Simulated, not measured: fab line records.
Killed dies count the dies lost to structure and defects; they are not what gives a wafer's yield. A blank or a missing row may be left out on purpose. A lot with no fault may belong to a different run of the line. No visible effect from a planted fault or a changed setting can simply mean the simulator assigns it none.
Matching of chambers | flow nand harc | rie diel-10 running NHARC_A_CHANNEL_HOLE_D1_ETCH_16: 4 sister chambers
The step etches the open film in O2/COS, target depth 3100 nm, time 806 s. 4 wafers are shown with their chamber, then 7 later ones without.

== WAFERS PAIRED WITH THEIR CHAMBERS ==
wafer  | chamber | showerhead plenum p Torr (Torr)
L460.3 | 1       | 3.00
L462.5 | 0       | 3.20
L467.2 | 3       | 3.03
L467.4 | 2       | 3.07

== WAFERS MISSING THEIR CHAMBER ==
wafer  | showerhead plenum p Torr (Torr)
L468.3 | 3.03
L468.5 | 2.99
L469.1 | 2.99
L469.4 | 3.07
L474.1 | 3.07
L474.2 | 2.99
L474.5 | 2.99

== CHAMBER TAKEN BY EACH ==
wafer  | from the rows above | in truth
L468.3 | 3                   | 3
L468.5 | 1                   | 1
L469.1 | 1                   | 1
L469.4 | 2                   | 2
L474.1 | 2                   | 2
L474.2 | 1                   | 1
L474.5 | 1                   | 1
Placed correctly: 7 of 7. Can't be placed from these rows: 0. Wrongly placed: 0.
How it was worked out, from the rows above alone: a wafer's distance from a chamber is the root of the sum, over the readings, of the square of ((its reading less the chamber's mean) divided by the reading's scatter). If the next closest chamber is less than 2 further off than the closest, the wafer can't be placed; otherwise it belongs to the closest. A chamber's mean is the mean of its shown wafers. The scatter (one wafer shown for each chamber): square how far every hidden wafer sits from the nearest shown wafer, average those squares and take the square root.
